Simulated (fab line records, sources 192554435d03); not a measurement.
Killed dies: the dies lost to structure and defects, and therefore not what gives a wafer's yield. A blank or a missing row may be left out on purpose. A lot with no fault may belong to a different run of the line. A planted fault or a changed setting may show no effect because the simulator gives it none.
Check of tool commonality | flow n5Finfet | 9 lots and 26 wafers in the sample

## WHY THIS WAS OPENED
At N5_SD_EPI_N_INSPECT_26 the reading rawDefectCount is flagged on 2 of 9 lots. No-fault wafers: 219, standard deviation 43.
Rule: a lot gets a flag if all its wafers with a number sit over 4 standard deviations from that mean, or if no wafer of it has a number. As for the other lots, they are considered sound.

lot  | measured    | on               | rawDefectCount, wafer by wafer | flag
L451 | day 3 10:37 | defectInspect-02 | 216 270 190                    | 
L456 | day 5 00:13 | defectInspect-02 | 231 229 252                    | 
L457 | day 5 19:17 | defectInspect-02 | 177 219 283                    | 
L458 | day 5 21:24 | defectInspect-02 | 625 668 680                    | FLAGGED
L462 | day 6 05:47 | defectInspect-02 | 650 689                        | FLAGGED
L463 | day 6 13:14 | defectInspect-01 | 253 222 193                    | 
L468 | day 7 18:19 | defectInspect-01 | 286 337 206                    | 
L470 | day 8 10:35 | defectInspect-02 | 165 138 206                    | 
L471 | day 8 14:47 | defectInspect-01 | 209 252 181                    | 
On average the flagged lots' numbers are 662, which is +443 against the usual, or +10 standard deviations.

## TOOL THAT RAN EACH LOT
The record holds 3 process steps before the reading, out of a route of 1938 steps. In each cell: the tool, then ch and the chambers that the sampled wafers went through, then the start.
lot  | flag    | N5_SD_EPI_N_ETCHBACK_44          | N5_SD_EPI_N_SD_RECESS_17       | N5_SD_EPI_N_VAPOR_ETCH_50
L451 |         | rieDiel-01 ch 0,2,3, day 3 07:05 | rieSi-04 ch 1,2,3, day 3 07:21 | epiRpcvd-03 ch 0, day 3 08:11
L456 |         | rieDiel-06 ch 0,2, day 4 20:31   | rieSi-01 ch 1,2,3, day 4 20:47 | epiRpcvd-03 ch 0, day 4 21:36
L457 |         | rieDiel-06 ch 0,1,2, day 5 15:35 | rieSi-01 ch 1,2,3, day 5 15:51 | epiRpcvd-03 ch 0, day 5 16:43
L458 | FLAGGED | rieDiel-01 ch 1,2,3, day 5 17:14 | rieSi-01 ch 1,2,3, day 5 17:30 | epiRpcvd-03 ch 0, day 5 18:54
L462 | FLAGGED | rieDiel-01 ch 1,2, day 6 01:34   | rieSi-04 ch 1,2, day 6 01:49   | epiRpcvd-03 ch 0, day 6 02:44
L463 |         | rieDiel-02 ch 1,2,3, day 6 09:28 | rieSi-04 ch 0,3, day 6 09:44   | epiRpcvd-04 ch 0, day 6 10:52
L468 |         | rieDiel-02 ch 0,2,3, day 7 14:24 | rieSi-06 ch 1,2,3, day 7 14:40 | epiRpcvd-04 ch 0, day 7 15:29
L470 |         | rieDiel-01 ch 0,2, day 8 06:12   | rieSi-06 ch 0,1,3, day 8 06:28 | epiRpcvd-01 ch 0, day 8 07:30
L471 |         | rieDiel-01 ch 0,2,3, day 8 10:17 | rieSi-04 ch 0,1, day 8 10:33   | epiRpcvd-04 ch 0, day 8 11:47
What the steps here do:
- N5_SD_EPI_N_ETCHBACK_44: etches SiNx in CH3F/O2, stops on SiO2, target depth 14.5 nm.
- N5_SD_EPI_N_SD_RECESS_17: chemistry HBr/Cl2/O2, target depth 41 nm, time 23.7 s, bt time 3 s.
- N5_SD_EPI_N_VAPOR_ETCH_50: etches Si in HCl, time 54 s.
- N5_SD_EPI_N_INSPECT_26: inspects for defects (darkfield).

## FLAGGED AGAINST TOTAL, ONE TOOL AT A TIME (gauges that did the reading follow at the end)
step                      | tool             | lots run | flagged | share of the flagged lots | sound lots run after its first flagged lot
N5_SD_EPI_N_ETCHBACK_44   | rieDiel-01       | 5        | 2       | all                       | 2 (L470,L471)
N5_SD_EPI_N_ETCHBACK_44   | rieDiel-02       | 2        | 0       | none                      | -
N5_SD_EPI_N_ETCHBACK_44   | rieDiel-06       | 2        | 0       | none                      | -
N5_SD_EPI_N_SD_RECESS_17  | rieSi-01         | 3        | 1       | some                      | 0
N5_SD_EPI_N_SD_RECESS_17  | rieSi-04         | 4        | 1       | some                      | 2 (L463,L471)
N5_SD_EPI_N_SD_RECESS_17  | rieSi-06         | 2        | 0       | none                      | -
N5_SD_EPI_N_VAPOR_ETCH_50 | epiRpcvd-01      | 1        | 0       | none                      | -
N5_SD_EPI_N_VAPOR_ETCH_50 | epiRpcvd-03      | 5        | 2       | all                       | 0
N5_SD_EPI_N_VAPOR_ETCH_50 | epiRpcvd-04      | 3        | 0       | none                      | -
N5_SD_EPI_N_INSPECT_26    | defectInspect-01 | 3        | 0       | none                      | -
N5_SD_EPI_N_INSPECT_26    | defectInspect-02 | 6        | 2       | all                       | 1 (L470)

## WHAT THE TABLE PERMITS
3 rows of the table ran every flagged lot: rieDiel-01 at N5_SD_EPI_N_ETCHBACK_44, epiRpcvd-03 at N5_SD_EPI_N_VAPOR_ETCH_50, defectInspect-02 at N5_SD_EPI_N_INSPECT_26.
- rieDiel-01 at N5_SD_EPI_N_ETCHBACK_44: 2 of its 5 lots flagged. Sound lots ran on it after the first flagged one (L470, L471), which a lasting fault on the whole tool wouldn't allow.
- epiRpcvd-03 at N5_SD_EPI_N_VAPOR_ETCH_50: 2 of its 5 lots flagged. It ran its last sound lot, L457, at day 5 16:43 and its first flagged lot, L458, at day 5 18:54: a fault with its onset between the two fits.
- defectInspect-02 at N5_SD_EPI_N_INSPECT_26: 2 of its 6 lots flagged. Sound lots ran on it after the first flagged one (L470), which a lasting fault on the whole tool wouldn't allow.
What remains is a single tool, epiRpcvd-03 at N5_SD_EPI_N_VAPOR_ETCH_50.

## WHAT WAS PUT IN BY THE SIMULATOR
Chamber particle source: epiRpcvd-03, from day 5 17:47 on, at N5_SD_EPI_N_VAPOR_ETCH_50. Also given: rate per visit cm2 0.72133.
Shown lots that were struck: L458, L462. This agrees with what the rule above found.
